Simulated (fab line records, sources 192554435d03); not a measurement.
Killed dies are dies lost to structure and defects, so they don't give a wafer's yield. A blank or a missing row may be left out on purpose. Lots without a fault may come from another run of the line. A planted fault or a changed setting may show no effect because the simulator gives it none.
Chamber matching | flow n5_finfet | N5_BEOL_M13_DESCUM_33 on rie_diel-04: 4 sister chambers
The step chemistry O2, time 7.9 s. 18 wafers are shown with their chamber, then 9 later ones without.

WAFERS WITH THEIR CHAMBER
wafer  | chamber | drypump_motor_current_A (A) | throttle_valve_pct (%) | showerhead_plenum_p_Torr (Torr)
L079.3 | 0       | 5.3                         | 20.22                  | 2.25
L079.4 | 1       | 6.2                         | 20.57                  | 2.26
L079.6 | 3       | 5.0                         | 19.75                  | 2.09
L082.2 | 3       | 5.0                         | 19.76                  | 2.09
L082.5 | 2       | 4.9                         | 20.55                  | 2.13
L082.6 | 1       | 6.2                         | 20.57                  | 2.26
L084.1 | 3       | 5.0                         | 19.76                  | 2.08
L084.3 | 1       | 6.2                         | 20.58                  | 2.25
L084.6 | 1       | 6.2                         | 20.60                  | 2.25
L085.1 | 3       | 5.0                         | 19.75                  | 2.08
L085.2 | 0       | 5.3                         | 20.24                  | 2.24
L085.6 | 2       | 4.9                         | 20.56                  | 2.13
L089.3 | 3       | 5.0                         | 19.77                  | 2.08
L089.4 | 1       | 6.2                         | 20.61                  | 2.25
L089.6 | 1       | 6.2                         | 20.60                  | 2.25
L087.1 | 1       | 6.2                         | 20.60                  | 2.25
L087.3 | 2       | 4.9                         | 20.55                  | 2.12
L087.5 | 0       | 5.2                         | 20.24                  | 2.24

SIGNATURES (means of the wafers above)
reading                  | chamber 0 | chamber 1 | chamber 2 | chamber 3 | scatter within a chamber
drypump_motor_current_A  | 5.267     | 6.200     | 4.900     | 5.000     | 0.0218
throttle_valve_pct       | 20.2333   | 20.5900   | 20.5533   | 19.7580   | 0.0126
showerhead_plenum_p_Torr | 2.2433    | 2.2529    | 2.1267    | 2.0840    | 0.00532
Rule: a wafer's distance from a chamber is the root of the sum, over the readings, of the square of ((its reading less the chamber's mean) divided by the reading's scatter). The wafer belongs to the nearest chamber; if the next one is less than 2 further off, it can't be placed. The scatter: the root of (the sum of the squares of (reading less its chamber's mean) over the shown wafers, divided by (wafers less chambers)).

WAFERS WITHOUT THEIR CHAMBER
wafer  | drypump_motor_current_A (A) | throttle_valve_pct (%) | showerhead_plenum_p_Torr (Torr)
L092.1 | 6.2                         | 20.59                  | 2.25
L092.4 | 5.0                         | 19.77                  | 2.08
L092.5 | 5.3                         | 20.26                  | 2.24
L094.2 | 6.2                         | 20.60                  | 2.25
L094.5 | 5.0                         | 19.79                  | 2.08
L094.6 | 5.3                         | 20.26                  | 2.24
L097.1 | 4.9                         | 20.57                  | 2.12
L097.2 | 5.3                         | 20.28                  | 2.24
L097.5 | 4.9                         | 20.58                  | 2.12

WHICH CHAMBER EACH WENT THROUGH
wafer  | from the rows above | in truth
L092.1 | 1                   | 1
L092.4 | 3                   | 3
L092.5 | 0                   | 0
L094.2 | 1                   | 1
L094.5 | 3                   | 3
L094.6 | 0                   | 0
L097.1 | 2                   | 2
L097.2 | 0                   | 0
L097.5 | 2                   | 2
Placed correctly: 9 of 9. Can't be placed from these rows: 0. Placed wrongly: 0.
